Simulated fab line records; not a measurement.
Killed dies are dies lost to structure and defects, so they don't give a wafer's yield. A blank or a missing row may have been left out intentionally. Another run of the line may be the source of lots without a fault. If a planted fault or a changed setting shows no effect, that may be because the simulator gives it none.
Matching of chambers || flow n5-finfet || rie-diel-01 running N5_MIM_TOP_LITHO_DESCUM_10: 4 sister chambers
The step chemistry O2, time 7.9 s. 8 wafers are shown with their chamber, then 10 later ones without.

## WAFERS WITH THEIR CHAMBER
{"wafer": "L082.6", "chamber": 0, "throttle-valve-pct (%)": 20.14, "showerhead-plenum-p-Torr (Torr)": 2.20}
{"wafer": "L085.1", "chamber": 2, "throttle-valve-pct (%)": 20.01, "showerhead-plenum-p-Torr (Torr)": 2.07}
{"wafer": "L085.3", "chamber": 1, "throttle-valve-pct (%)": 20.72, "showerhead-plenum-p-Torr (Torr)": 2.20}
{"wafer": "L089.2", "chamber": 3, "throttle-valve-pct (%)": 20.84, "showerhead-plenum-p-Torr (Torr)": 2.09}
{"wafer": "L089.4", "chamber": 2, "throttle-valve-pct (%)": 20.01, "showerhead-plenum-p-Torr (Torr)": 2.07}
{"wafer": "L089.5", "chamber": 1, "throttle-valve-pct (%)": 20.71, "showerhead-plenum-p-Torr (Torr)": 2.20}
{"wafer": "L088.3", "chamber": 0, "throttle-valve-pct (%)": 20.17, "showerhead-plenum-p-Torr (Torr)": 2.20}
{"wafer": "L088.4", "chamber": 3, "throttle-valve-pct (%)": 20.84, "showerhead-plenum-p-Torr (Torr)": 2.08}

## WAFERS WHOSE CHAMBER IS MISSING
{"wafer": "L088.5", "throttle-valve-pct (%)": 20.86, "showerhead-plenum-p-Torr (Torr)": 2.08}
{"wafer": "L090.1", "throttle-valve-pct (%)": 20.73, "showerhead-plenum-p-Torr (Torr)": 2.20}
{"wafer": "L090.2", "throttle-valve-pct (%)": 20.85, "showerhead-plenum-p-Torr (Torr)": 2.08}
{"wafer": "L090.3", "throttle-valve-pct (%)": 20.17, "showerhead-plenum-p-Torr (Torr)": 2.19}
{"wafer": "L091.1", "throttle-valve-pct (%)": 20.18, "showerhead-plenum-p-Torr (Torr)": 2.19}
{"wafer": "L091.5", "throttle-valve-pct (%)": 20.16, "showerhead-plenum-p-Torr (Torr)": 2.19}
{"wafer": "L091.6", "throttle-valve-pct (%)": 20.72, "showerhead-plenum-p-Torr (Torr)": 2.20}
{"wafer": "L092.1", "throttle-valve-pct (%)": 20.73, "showerhead-plenum-p-Torr (Torr)": 2.19}
{"wafer": "L092.3", "throttle-valve-pct (%)": 20.85, "showerhead-plenum-p-Torr (Torr)": 2.08}
{"wafer": "L092.4", "throttle-valve-pct (%)": 20.06, "showerhead-plenum-p-Torr (Torr)": 2.06}

## CHAMBER TAKEN BY EACH
{"wafer": "L088.5", "from the rows above": 3, "in truth": 3}
{"wafer": "L090.1", "from the rows above": 1, "in truth": 1}
{"wafer": "L090.2", "from the rows above": 3, "in truth": 3}
{"wafer": "L090.3", "from the rows above": 0, "in truth": 0}
{"wafer": "L091.1", "from the rows above": 0, "in truth": 0}
{"wafer": "L091.5", "from the rows above": 0, "in truth": 0}
{"wafer": "L091.6", "from the rows above": 1, "in truth": 1}
{"wafer": "L092.1", "from the rows above": 1, "in truth": 1}
{"wafer": "L092.3", "from the rows above": 3, "in truth": 3}
{"wafer": "L092.4", "from the rows above": 2, "in truth": 2}
Correct placement for 10 of the 10. Left unplaced by these rows: 0. Number placed wrongly: 0.
How it was worked out, from the rows above alone: a wafer's distance from a chamber is the root of the sum, over the readings, of the square of ((its reading less the chamber's mean) divided by the reading's scatter). If the next closest chamber is less than 2 further off than the closest, the wafer can't be placed; otherwise it belongs to the closest. Each chamber's mean is taken over the wafers shown for it. The scatter: the root of (the sum of the squares of (reading less its chamber's mean) over the shown wafers, divided by (wafers less chambers)).
